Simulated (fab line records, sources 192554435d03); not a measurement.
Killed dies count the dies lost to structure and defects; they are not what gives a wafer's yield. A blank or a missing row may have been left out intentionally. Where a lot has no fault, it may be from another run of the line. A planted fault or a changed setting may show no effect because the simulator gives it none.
fab line records	flow n5Finfet
[record] lots = 11	wafers = 30	lastDay = 17
route steps=1938 shown BEOL_M8@1352
lots that met no fault: taken from a fault-free run of the same line
startH: hours from the record's first day to the start of the lot's first wafer shown	waitH: hours since the lot's step before	" the same as in the row above	L1.1+2: a single row standing in for several wafers	- no value present, or no start provided	* or withheld: withheld	< > ~ a bound
route shown NAME@n: names a module that has steps shown in the file, with the first one's number in the route	usual: mean and standard deviation over wafers with no fault	same: alike in all rows	chamber/n: place in a boat	sites: the reading at each site	_std_site: standard deviation across them	_edge_site: the outer-site mean with the inner-site mean subtracted	radiusMm: how far each site lies from the wafer's centre	mask NAME#n: copy n	behind: tool/chamber where the wafer was last shaped	hold: why the lot was held/for how many hours/how that ended	device: the transistor (n, p or np) that didn't switch	end of line: at the end of the route, the tests of the same wafers	a step without rows: its recipe alone	killed: dies lost to structure and defects at the first sort, not the wafer's yield	map: a wafer's dies, x killed, . not, _ none there
set.NAME: the setting that was run; set.NAME@STEP: the one run at that earlier step	model.NAME: the simulator's own value behind a step, which no gauge read
route steps across a sampled set of lots; one table per step, one row per wafer
services: a tool's chamber out of use, with start hour (startH, from the record's first day; less than 0 if before it), hours out, and reason
[[steps]]
[step N5_BEOL_M8_STRIP_67]
[recipe] chemistry = CF4	resist = SiARC	powerW = 300	biasPowerW = 75	pressureMtorr = 50	cf4FlowSccm = 150	rfFrequencyHz = 6e+07
[usual] drypumpMotorCurrentA = 5.7/0.38	oesProductAu = 0.80/0.086	powerW = 300.0/1	rfVppV = 271.6/1.7	showerheadPlenumPTorr = 1.82/0.068	throttleValvePct = 13.54/0.3
lot.wafer	tool	chamber	startH	waitH	drypumpMotorCurrentA	oesProductAu	powerW	rfHoursCounterH	rfVppV	showerheadPlenumPTorr	throttleValvePct
L337.1	rieDiel-02	1	200.55	0.0	5.9	0.97	297.8	2	274.0	1.92	13.32
L337.2	"	2	"	"	5.3	0.87	300.6	32	274.0	1.92	13.57
L337.3	"	0	"	"	5.1	0.71	299.5	229	268.8	1.70	13.86
L340.2	rieDiel-02	1	217.06	0.0	5.9	0.94	299.2	8	273.9	1.91	13.35
L340.4	"	3	"	"	6.4	0.82	300.0	95	271.1	1.78	13.33
L340.6	"	1	"	"	5.9	0.94	300.2	-	272.0	1.91	13.34
L345.1	rieDiel-03	2	249.21	0.0	5.6	0.74	299.8	165	270.3	1.81	13.79
L345.5	"	2	"	"	5.6	0.74	301.1	-	271.4	1.81	13.79
L347.1	rieDiel-02	2	262.13	0.0	5.3	0.84	300.7	51	274.2	1.91	13.61
L347.3	"	1	"	"	5.9	0.90	299.8	22	275.6	1.91	13.40
L347.4	"	3	"	"	6.4	0.80	300.3	-	270.6	1.78	13.35
L348.1	rieDiel-03	1	262.52	0.0	6.1	0.89	299.2	21	270.6	1.76	13.01
L348.3	"	2	"	"	5.6	0.73	300.1	169	269.1	1.81	13.80
L348.5	"	0	"	"	5.4	0.93	300.0	-	275.0	1.89	13.25
L349.1	rieDiel-03	0	270.61	0.0	5.4	0.92	300.7	19	272.6	1.89	13.26
L349.5	"	2	"	"	5.6	0.72	302.8	-	272.8	1.80	13.82
L350.5	rieDiel-03	2	274.80	0.0	5.6	0.73	299.5	-	271.7	1.80	13.81
L350.6	"	1	"	"	6.2	0.88	300.5	-	271.2	1.76	13.03
L353.1	rieDiel-01	3	291.92	0.0	5.8	0.67	300.5	243	273.1	1.84	14.08
L353.5	"	3	"	"	5.8	0.67	300.5	-	271.7	1.84	14.08
L353.6	"	0	"	"	5.8	0.70	301.4	-	273.7	1.88	13.96
L355.1	rieDiel-03	0	310.82	0.0	5.4	0.90	298.7	26	271.7	1.89	13.29
L355.3	"	2	"	"	5.6	0.72	299.4	187	268.6	1.80	13.86
L355.4	"	3	"	"	6.0	0.78	300.0	121	270.6	1.82	13.57
L358.3	rieDiel-01	1	326.38	0.0	6.0	0.71	297.6	239	271.3	1.74	13.64
L358.4	"	0	"	"	5.8	0.69	301.6	-	273.8	1.87	14.02
L358.6	"	1	"	"	6.1	0.70	300.0	-	270.9	1.74	13.65
L360.4	rieDiel-03	0	342.31	0.0	5.4	0.88	300.1	40	274.8	1.88	13.30
L360.5	"	0	"	"	5.4	0.88	300.5	-	271.6	1.88	13.32
L360.6	"	3	"	"	6.0	0.78	299.8	-	271.8	1.81	13.59
[step N5_BEOL_M8_OVL_MEAS_29]
[recipe] pointsPerWafer = 522
[usual] V7_OVL = -0.1/0.7
lot.wafer	tool	chamber	startH	waitH	V7_OVL[nm]
L337.1	overlay-01	0	201.27	0.1	-1.5
L337.2	"	0	"	"	-1.2
L337.3	"	0	"	"	-0.8
L340.2	overlay-01	0	218.95	0.0	0.0
L340.4	"	0	"	"	0.4
L340.6	"	0	"	"	-1.5
L345.1	overlay-02	0	249.92	0.0	-0.2
L345.5	"	0	"	"	-1.2
L348.1	overlay-01	0	264.46	0.0	-0.3
L348.3	"	0	"	"	-0.4
L348.5	"	0	"	"	-0.1
L347.1	overlay-01	0	264.63	0.0	0.4
L347.3	"	0	"	"	0.7
L347.4	"	0	"	"	-0.1
L349.1	overlay-02	0	273.00	0.0	-0.5
L349.5	"	0	"	"	-1.1
L350.5	overlay-02	0	280.36	0.0	-0.3
L350.6	"	0	"	"	-0.4
L353.1	overlay-01	0	293.56	0.0	1.2
L353.5	"	0	"	"	-0.9
L353.6	"	0	"	"	-0.2
L355.1	overlay-01	0	313.54	0.0	-0.1
L355.3	"	0	"	"	0.6
L355.4	"	0	"	"	-0.2
L358.3	overlay-02	0	328.51	0.0	-0.6
L358.4	"	0	"	"	-1.0
L358.6	"	0	"	"	-0.9
L360.4	overlay-02	0	345.60	0.0	-0.5
L360.5	"	0	"	"	1.4
L360.6	"	0	"	"	-0.2
[step N5_BEOL_M8_ETCH_66]
[recipe] chemistry = N2/H2	target = SOC	targetDepthA = 800	overetchA = 160	maskMaterial = SiARC	tempC = 40	timeS = 120	ionEnergyEv = 200	pressureMtorr = 30	sourceW = 840	biasW = 150	n2FlowSccm = 200	h2FlowSccm = 200
[usual] biasW = 149.9/0.45	drypumpMotorCurrentA = 5.7/0.4	n2FlowSccm = 200.0/0.64	oesProductAu = 0.62/0.068	rfVppV = 525.2/2.6	showerheadPlenumPTorr = 2.59/0.099	tempC = 40.00/0.11	throttleValvePct = 17.76/0.25
[same] timeS = 120
lot.wafer	tool	chamber	startH	waitH	biasW	drypumpMotorCurrentA	n2FlowSccm	oesProductAu	rfHoursCounterH	rfVppV	showerheadPlenumPTorr	tempC	throttleValvePct
L337.1	rieDiel-03	0	201.79	0.0	149.9	5.4	199.9	0.52	248	519.7	2.41	39.92	18.13
L337.2	"	3	"	"	150.4	6.0	199.3	0.64	77	523.5	2.57	40.13	17.60
L337.3	"	2	"	"	149.4	5.6	200.6	0.58	141	523.4	2.52	40.17	17.64
L340.2	rieDiel-03	2	219.11	0.0	149.6	5.6	200.6	0.58	150	522.8	2.51	39.92	17.66
L340.4	"	1	"	"	150.4	6.2	199.2	0.70	-	523.6	2.48	39.89	17.26
L340.6	"	2	"	"	149.4	5.6	200.8	0.57	-	524.6	2.51	40.07	17.65
L345.1	rieDiel-03	2	250.09	0.0	149.8	5.6	200.6	0.56	165	524.1	2.51	39.91	17.67
L345.5	"	2	"	"	148.8	5.6	199.8	0.57	-	524.9	2.51	39.93	17.68
L348.1	rieDiel-02	3	264.76	0.0	149.6	6.4	199.3	0.61	112	525.0	2.58	40.10	17.81
L348.3	"	1	"	"	150.0	5.9	199.6	0.69	23	528.8	2.71	40.16	17.61
L348.5	"	1	"	"	149.4	5.9	201.0	0.70	-	528.2	2.71	40.06	17.59
L347.1	rieDiel-02	2	265.16	0.0	149.8	5.3	199.1	0.65	52	527.5	2.70	40.01	17.96
L347.3	"	1	"	"	149.9	6.0	199.4	0.70	23	528.2	2.71	40.08	17.60
L347.4	"	3	"	"	149.7	6.4	199.8	0.61	-	524.1	2.58	40.30	17.83
L349.1	rieDiel-01	2	273.67	0.0	150.7	5.1	199.0	0.63	80	521.9	2.45	39.93	17.46
L349.5	"	3	"	"	149.8	5.7	198.5	0.52	-	524.9	2.61	39.89	18.39
L350.5	rieDiel-01	3	280.55	0.0	149.8	5.8	199.8	0.52	-	527.2	2.61	39.88	18.39
L350.6	"	2	"	"	150.0	5.1	200.7	0.64	-	520.7	2.45	40.09	17.46
L353.1	rieDiel-01	0	294.06	0.0	149.5	5.8	199.7	0.54	218	525.6	2.63	39.91	17.91
L353.5	"	1	"	"	149.8	6.1	200.1	0.55	-	522.6	2.52	39.90	17.91
L353.6	"	0	"	"	149.7	5.8	199.7	0.53	-	526.0	2.63	40.12	17.90
L355.1	rieDiel-02	3	313.72	0.0	150.3	6.4	201.0	0.59	128	525.0	2.57	39.92	17.86
L355.3	"	1	"	"	149.1	5.9	199.8	0.67	38	528.8	2.70	40.15	17.64
L355.4	"	2	"	"	149.4	5.3	199.6	0.62	68	529.0	2.70	40.11	18.00
L358.3	rieDiel-02	1	328.67	0.0	150.4	5.9	200.1	0.67	45	527.6	2.70	40.00	17.64
L358.4	"	3	"	"	149.7	6.4	200.7	0.60	135	523.8	2.57	40.11	17.86
L358.6	"	3	"	"	149.1	6.4	200.0	0.60	-	523.4	2.57	40.21	17.86
L360.4	rieDiel-02	0	346.68	0.0	150.4	5.1	200.2	0.69	18	528.3	2.72	40.01	17.72
L360.5	"	2	"	"	151.0	5.3	200.1	0.61	-	528.4	2.69	39.93	18.01
L360.6	"	1	"	"	150.4	5.9	200.2	0.66	-	527.5	2.70	39.93	17.65
[step N5_BEOL_M8_TRENCH_ETCH_37]
[recipe] chemistry = C4F6/O2	targetDepthA = 934.78	target = SiCOH_lowk	timeS = 31.2	ionEnergyEv = 250	pressureMtorr = 30	sourceW = 345	biasW = 185	Ar_flow_sccm = 300	C4F6_flow_sccm = 10	O2_flow_sccm = 10
[usual] C4F6_flow_sccm = 10.00/0.03	O2_flow_sccm = 10.001/0.027	biasW = 185.0/0.57	drypumpMotorCurrentA = 5.7/0.39	oesProductAu = 0.81/0.096	rfVppV = 674/21	showerheadPlenumPTorr = 2.90/0.099	throttleValvePct = 20.9/0.31
[same] timeS = 31.2
lot.wafer	tool	chamber	startH	waitH	C4F6_flow_sccm	O2_flow_sccm	biasW	drypumpMotorCurrentA	oesProductAu	rfHoursCounterH	rfVppV	showerheadPlenumPTorr	throttleValvePct
L337.1	rieDiel-03	0	201.98	-	10.00	9.923	185.2	5.4	0.66	248	685	2.65	20.9
L337.2	"	3	"	"	9.99	9.986	185.0	6.0	0.83	77	678	2.89	20.8
L337.3	"	2	"	"	9.92	10.032	184.4	5.6	0.74	142	678	2.87	21.2
L340.2	rieDiel-03	2	219.31	-	10.02	9.992	185.1	5.6	0.74	150	679	2.87	21.2
L340.4	"	1	"	"	9.92	10.004	186.3	6.2	0.94	-	668	2.76	20.2
L340.6	"	2	"	"	10.04	9.990	185.1	5.6	0.73	-	677	2.87	21.1
L345.1	rieDiel-03	2	250.29	-	10.05	9.986	184.8	5.6	0.72	165	679	2.86	21.2
L345.5	"	2	"	"	9.97	10.020	184.8	5.6	0.71	-	679	2.86	21.2
L348.1	rieDiel-02	3	264.95	-	10.00	10.003	185.0	6.4	0.80	112	680	2.91	21.1
L348.3	"	1	"	"	9.99	9.956	186.2	6.0	0.90	23	691	3.00	20.6
L348.5	"	1	"	"	10.00	9.951	186.1	5.9	0.92	-	692	3.00	20.6
L347.1	rieDiel-02	2	265.35	-	10.00	10.032	184.4	5.3	0.86	52	651	3.04	21.2
L347.3	"	1	"	"	9.99	10.003	184.3	5.9	0.91	23	693	3.00	20.6
L347.4	"	3	"	"	9.98	10.040	184.9	6.4	0.80	-	679	2.91	21.1
L349.1	rieDiel-01	2	273.86	-	10.02	9.976	184.7	5.2	0.83	80	611	2.75	20.6
L349.5	"	3	"	"	9.98	9.977	185.2	5.8	0.68	-	687	2.92	21.4
L350.5	rieDiel-01	3	280.72	-	9.98	10.041	185.1	5.7	0.67	-	687	2.92	21.4
L350.6	"	2	"	"	10.03	10.007	184.8	5.2	0.83	-	610	2.75	20.6
L353.1	rieDiel-01	0	294.25	-	10.03	10.029	216.2	5.8	0.71	218	789	2.93	21.0
L353.5	"	1	"	"	10.00	9.980	185.3	6.1	0.71	-	671	2.81	21.0
L353.6	"	0	"	"	10.02	9.992	216.6	5.8	0.70	-	789	2.93	21.0
L355.1	rieDiel-02	3	313.91	-	9.99	10.020	184.0	6.4	0.79	128	680	2.91	21.1
L355.3	"	1	"	"	10.00	9.983	185.0	5.9	0.88	39	691	2.99	20.6
L355.4	"	2	"	"	10.02	9.989	184.7	5.3	0.83	68	651	3.03	21.2
L358.3	rieDiel-02	1	328.87	-	10.02	9.995	184.8	5.9	0.86	45	693	2.99	20.7
L358.4	"	3	"	"	9.96	10.015	185.1	6.4	0.77	135	678	2.90	21.1
L358.6	"	3	"	"	10.02	10.039	184.4	6.4	0.78	-	678	2.90	21.1
L360.4	rieDiel-02	0	346.87	-	10.04	9.984	183.9	5.1	0.89	18	673	3.01	20.7
L360.5	"	2	"	"	10.07	10.018	185.8	5.3	0.81	-	649	3.02	21.2
L360.6	"	1	"	"	9.97	9.971	185.3	5.9	0.85	-	692	2.98	20.7
[[services]]
tool	chamber	startH	hours	kind
rieDiel-02	1	177.05	-	clean
rieDiel-02	1	177.05	-	consumableReplace:focusRing
rieDiel-02	1	177.05	-	consumableReplace:showerhead
rieDiel-02	1	177.05	17.0	scheduledDown
rieDiel-02	1	177.05	17.0	ventCycle
rieDiel-03	0	206.91	-	clean
rieDiel-03	0	206.91	-	consumableReplace:focusRing
rieDiel-03	0	206.91	-	consumableReplace:showerhead
rieDiel-03	0	206.91	19.3	scheduledDown
rieDiel-03	0	206.91	19.3	ventCycle
rieDiel-01	0	227.96	4.4	repair
rieDiel-02	0	261.01	-	clean
rieDiel-02	0	261.01	-	consumableReplace:focusRing
rieDiel-02	0	261.01	-	consumableReplace:showerhead
rieDiel-02	0	261.01	24.3	scheduledDown
rieDiel-02	0	261.01	24.3	ventCycle
rieDiel-01	0	265.24	2.7	repair
rieDiel-03	3	269.14	2.9	repair
rieDiel-03	0	276.55	9.1	repair
rieDiel-03	0	288.37	9.7	repair
rieDiel-02	-	297.79	0.4	repair
rieDiel-01	3	310.63	-	clean
rieDiel-03	3	317.24	16.4	repair
rieDiel-02	0	318.32	7.6	repair
[[key]]
[firstSign] step = N5_BEOL_M8_TRENCH_ETCH_37	reading = biasW	direction = up	sigmas = 55	usual = *	struck = *
[effect] step = N5_BEOL_M8_TRENCH_ETCH_37	reading = rfVppV	direction = up	sigmas = 5.5	usual = 674	struck = 789
metAt N5_BEOL_M8_TRENCH_ETCH_37
struckLots L353
struckWafers L353.1,L353.6
notActingAt N5_BEOL_M8_STRIP_67,N5_BEOL_M8_OVL_MEAS_29,N5_BEOL_M8_ETCH_66
[fault] kind = processParameterDrift	tool = rieDiel-01	chamber = 0	onsetH = 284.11	steps = N5_BEOL_M8_TRENCH_ETCH_37	channel = biasW	offset = *	shape = step	endH = 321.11	actsIn = *	stated = *
